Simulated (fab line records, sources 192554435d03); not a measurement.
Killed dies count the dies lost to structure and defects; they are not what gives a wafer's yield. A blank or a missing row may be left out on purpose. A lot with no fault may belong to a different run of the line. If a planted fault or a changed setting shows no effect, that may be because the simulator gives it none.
Split-lot trial ; flow n5 finfet ; 7 lots, 21 wafers read, on a route of 1938 steps

## THE SPLIT ITSELF
At N5_BEOL_M12_COAT_22 (resist thk 300 nm), the setting spin rpm was moved away from the recipe's 2888 rpm on 8 of the 21 wafers read, by -8.2% to +10.2%. This setting was run at the recipe's value on the other wafers.

The reading comes from the split's own step.

## THE READING
coat_of_BEOL_M12_COAT_22.thk nm (the simulator's own value, which no gauge read), in nm, at N5_BEOL_M12_COAT_22 (resist thk 300 nm). The file does not state a usual value for it. Average 300.3 nm, standard deviation 1.1 nm, over the 13 wafers here run with the recipe.

wafer;tool, chamber at the split;spin rpm as run, rpm;against the recipe;coat_of_BEOL_M12_COAT_22.thk nm, nm;against lot-mates on the recipe
L076.1;litho track-01, 0;2712;-6.1%;308.8;no lot-mate on the recipe
L076.6;litho track-01, 0;2712;-6.1%;308.8;no lot-mate on the recipe
L076.5;litho track-01, 0;2712;-6.1%;309.8;no lot-mate on the recipe
L078.1;litho track-02, 0;2650;-8.2%;314.8;+13.0
L078.2;litho track-02, 0;2650;-8.2%;315.4;+13.6
L078.4;litho track-02, 0;2888;recipe;301.8;-
L080.1;litho track-01, 0;2888;recipe;299.2;-
L080.2;litho track-01, 0;2888;recipe;298.4;-
L080.5;litho track-01, 0;2888;recipe;298.4;-
L084.2;litho track-02, 0;2888;recipe;300.6;-
L084.3;litho track-02, 0;2888;recipe;301.8;-
L084.6;litho track-02, 0;2888;recipe;301.4;-
L090.1;litho track-05, 0;2888;recipe;301.2;-
L090.3;litho track-05, 0;2888;recipe;300.4;-
L090.5;litho track-05, 0;2888;recipe;300.8;-
L093.1;litho track-01, 0;3182;+10.2%;286;-13.8
L093.3;litho track-01, 0;2888;recipe;299.8;-
L093.4;litho track-01, 0;3182;+10.2%;286.6;-13.2
L095.1;litho track-02, 0;2888;recipe;300;-
L095.3;litho track-02, 0;2706;-6.3%;310;+9.9
L095.6;litho track-02, 0;2888;recipe;300.2;-

FIT RESULTS
A straight line over all 21 wafers: coat_of_BEOL_M12_COAT_22.thk nm changes by -1.51 nm for each +1% of spin rpm; r = -0.99; the points scatter about the line by 1.3 nm.
The same after taking each lot's own level away (the mean of its wafers on the recipe; 18 wafers): -1.45 nm for each +1%; r = -1.00; scatter 0.68 nm.
Per that fit: largest spin rpm move, reading shift of 15 nm.
From 298.67 to 301.80 nm: that is the span of the lots' own levels, equal to 2.9 times the standard deviation above.
Hence the lot-to-lot level has little effect on the slope; both slopes agree.
Check: with one of the wafers moved furthest among these (+10.2%) left out of the fit, the line predicts -14.8 nm for it against its lot-mates. It came out at -13.8 nm against them.

## ADDITIONAL SPLITS CARRIED BY THESE WAFERS
Before the reading, these wafers also passed through other splits. Each is held against what the fit with the lots' levels taken away leaves over:
other split on the same wafers;wafers away from the commonest value;r with coat_of_BEOL_M12_COAT_22.thk nm (lot level and that fit taken away)
N5_BEOL_M8_PECVD_70 time s;6;-0.07
N5_BEOL_M8_ETCH_65 source w;4;+0.14
N5_BEOL_M8_TRENCH_ETCH_37 time s;5;-0.07
N5_BEOL_M9_EXPOSE_25 dose mj;5;+0.11
N5_BEOL_M11_EXPOSE_25 dose mj;10;+0.33
N5_BEOL_M11_VIA_ETCH_34 time s;3;+0.09

## FILE'S OWN FIT
coat_of_BEOL_M12_COAT_22.thk nm changes by -1.46 nm for each +1% of spin rpm, r = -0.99.
